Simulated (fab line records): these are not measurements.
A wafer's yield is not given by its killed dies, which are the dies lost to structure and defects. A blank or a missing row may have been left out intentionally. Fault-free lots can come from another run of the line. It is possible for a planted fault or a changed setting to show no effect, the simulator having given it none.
Chamber matching | flow n5Finfet | 3 sister chambers for N5_BEOL_M3_PRE_CLEAN_60 on cvdCo-01
The step time 15 s. 6 wafers are shown with their chamber, then 10 later ones without.

WAFERS PAIRED WITH THEIR CHAMBERS
wafer  | chamber | heaterPowerW (W)
L086.3 | 1       | 73
L091.2 | 1       | 74
L091.3 | 0       | 67
L091.5 | 2       | 65
L090.3 | 2       | 66
L090.4 | 0       | 66

WAFERS WITHOUT THEIR CHAMBER
wafer  | heaterPowerW (W)
L090.6 | 66
L092.1 | 66
L092.2 | 76
L092.5 | 65
L094.2 | 68
L094.3 | 66
L094.6 | 67
L097.2 | 66
L097.3 | 66
L097.6 | 67

THE CHAMBER EACH PASSED THROUGH
wafer  | from the rows above     | in truth
L090.6 | can't be placed: 0 or 2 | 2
L092.1 | can't be placed: 0 or 2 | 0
L092.2 | 1                       | 1
L092.5 | can't be placed: 2 or 0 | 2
L094.2 | can't be placed: 0 or 2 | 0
L094.3 | can't be placed: 0 or 2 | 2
L094.6 | can't be placed: 0 or 2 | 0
L097.2 | can't be placed: 0 or 2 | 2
L097.3 | can't be placed: 0 or 2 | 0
L097.6 | can't be placed: 0 or 2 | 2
Correctly placed: 1 of 10. Can't be placed from these rows: 9 (the true chamber is among the candidates in 9). Number placed wrongly: 0.
How it was worked out, from the rows above alone: a wafer's distance from a chamber is the root of the sum, over the readings, of the square of ((its reading less the chamber's mean) divided by the reading's scatter). The wafer belongs to the nearest chamber; if the next one is less than 2 further off, it can't be placed. The mean given for a chamber averages the wafers shown for that chamber. The scatter: take each reading less its chamber's mean, square it, sum over the shown wafers, divide by the number of wafers less the number of chambers, and take the root.
